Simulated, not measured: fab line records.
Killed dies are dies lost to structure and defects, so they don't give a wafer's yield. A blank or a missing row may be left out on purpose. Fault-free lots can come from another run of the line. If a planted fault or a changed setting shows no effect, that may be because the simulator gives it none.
Chamber matching    flow nandHarc    NHARC_A_DECK1_JOINT_ETCHBACK_07 on rieSi-05 has 4 sister chambers
The step etches the open film in HBr, target depth 105 nm, time 26.9 s. 4 wafers are shown with their chamber, then 7 later ones without.

== WAFERS WITH THEIR CHAMBER ==
wafer   chamber  drypumpMotorCurrentA (A)
L089.3  1        5.8
L089.6  3        5.9
L091.3  0        6.7
L091.4  2        5.8

== WAFERS WHOSE CHAMBER IS MISSING ==
wafer   drypumpMotorCurrentA (A)
L091.6  5.9
L093.1  5.9
L093.2  6.7
L093.3  5.7
L096.1  5.8
L096.2  5.7
L096.6  5.8

== EACH ONE'S CHAMBER ==
wafer   from the rows above           in truth
L091.6  can't be placed: 3 or 1 or 2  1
L093.1  can't be placed: 3 or 1 or 2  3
L093.2  0                             0
L093.3  can't be placed: 1 or 2 or 3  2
L096.1  can't be placed: 1 or 2 or 3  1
L096.2  can't be placed: 1 or 2 or 3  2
L096.6  can't be placed: 1 or 2 or 3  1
Correct placement for 1 of the 7. From these rows, 6 cannot be placed; in 6 the true chamber is one of the candidates. Wrongly placed: 0.
How it was worked out, from the rows above alone: a wafer's distance from a chamber is the root of the sum, over the readings, of the square of ((its reading less the chamber's mean) divided by the reading's scatter). If the next closest chamber is less than 2 further off than the closest, the wafer can't be placed; otherwise it belongs to the closest. A chamber's mean is the mean of its shown wafers. The scatter (one wafer shown for each chamber): square how far every hidden wafer sits from the nearest shown wafer, average those squares and take the square root.
